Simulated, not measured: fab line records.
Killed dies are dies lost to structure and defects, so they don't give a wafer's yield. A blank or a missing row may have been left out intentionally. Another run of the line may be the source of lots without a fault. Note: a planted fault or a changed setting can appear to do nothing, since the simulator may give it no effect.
One fault seen from 3 desks	flow nand_harc	each desk has only its own numbers; what lay behind them comes last

## METROLOGY DESK
Lot by lot, what the gauges showed, no matter which tool ran the lot: averages of those sampled wafers that carry a number. Any lot whose mean is over 4 standard deviations away from the usual mean is out of limits and marked OUT; that distance is given in the brackets.
Columns: A = overlay_x_nm at NHARC_A_SLIT_OVL_MEAS_10, usual 0.3 nm; B = overlay_y_nm at NHARC_A_SLIT_OVL_MEAS_10, usual 0.2 nm
lot	first seen here	A	B
L270	day 21 16:04	1.1	0.3
L271	day 21 19:14	0.5	1.7
L272	day 22 01:33	0.5	0.8
L277	day 23 21:20	-0.3	0.7
L281	day 25 00:40	-0.3	-0.5
L282	day 25 01:18	0.7	-0.7
L280	day 25 05:07	0.9	1.2
L283	day 26 00:56	-0.6	0.8
L285	day 27 04:54	-0.5	-1.8
L286	day 27 05:13	2.0	-1.1
L288	day 28 13:20	0.4	0.6
L289	day 28 13:30	0.7	0.9
This desk found nothing out of limits on any of the 12 lots.

## THE DEFECT DESK
What the inspections along the route counted, lot by lot: means of the sampled wafers that have a number. Any lot whose mean is over 4 standard deviations away from the usual mean is out of limits and marked OUT; that distance is given in the brackets.
Columns: A = raw_defect_count at NHARC_A_SIN_REMOVE_INSPECT_04, usual 374
lot	first seen here	A
L270	day 22 04:44	1752 (+16) OUT
L271	day 22 09:19	1816 (+17) OUT
L272	day 22 17:56	1827 (+17) OUT
L277	day 24 10:21	389
L281	day 25 13:46	389
L282	day 25 17:34	358
L280	day 25 17:34	263
L283	day 26 14:07	332
L285	day 27 18:04	414
L286	day 27 18:04	355
L288	day 29 02:17	338
L289	day 29 05:17	290
Finding of this desk: L270, L271, L272 out of limits; the first was L270 at day 22 04:44, on raw_defect_count at NHARC_A_SIN_REMOVE_INSPECT_04. Within limits: L277, L281, L282, L280, L283, L285, L286, L288, L289.

## THE TOOL OWNER'S DESK: wet_bench-06
The tool's own readings at NHARC_A_SLIT_PRECLEAN_19 (cleans in SC1): means of the sampled wafers that have a number, for each lot that ran on this tool. Any lot whose mean is over 4 standard deviations away from the usual mean is out of limits and marked OUT; that distance is given in the brackets.
Columns: A = bath_guard_temp_C at NHARC_A_SLIT_PRECLEAN_19, usual 50.0 C
lot	first seen here	A
L270	day 21 22:21	50.1
L271	day 22 02:10	49.9
L272	day 22 11:07	49.6
L281	day 25 06:56	49.7
L280	day 25 11:22	50.3
L283	day 26 07:14	49.9
L285	day 27 11:17	50.5
L288	day 28 19:34	50.2
This desk found nothing out of limits on any of the 8 lots.

## PUT TOGETHER
The defect desk could have raised an alarm at day 22 04:44, on L270, L271, L272.
Nothing out of limits was seen by the metrology desk.
The desk of the tool owner found nothing out of limits.
The metrology desk holds a record of L270, L271, L272, inside its limits.
On record at the tool owner's desk: L270, L271, L272, within its limits.
Every lot named ran NHARC_A_SLIT_PRECLEAN_19 on wet_bench-06.

## WHAT WAS PUT IN BY THE SIMULATOR
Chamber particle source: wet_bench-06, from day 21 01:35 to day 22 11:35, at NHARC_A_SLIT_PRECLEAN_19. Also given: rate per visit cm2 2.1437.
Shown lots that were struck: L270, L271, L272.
Hours from the fault's start to each desk's first reading out of limits: the defect desk, 27.
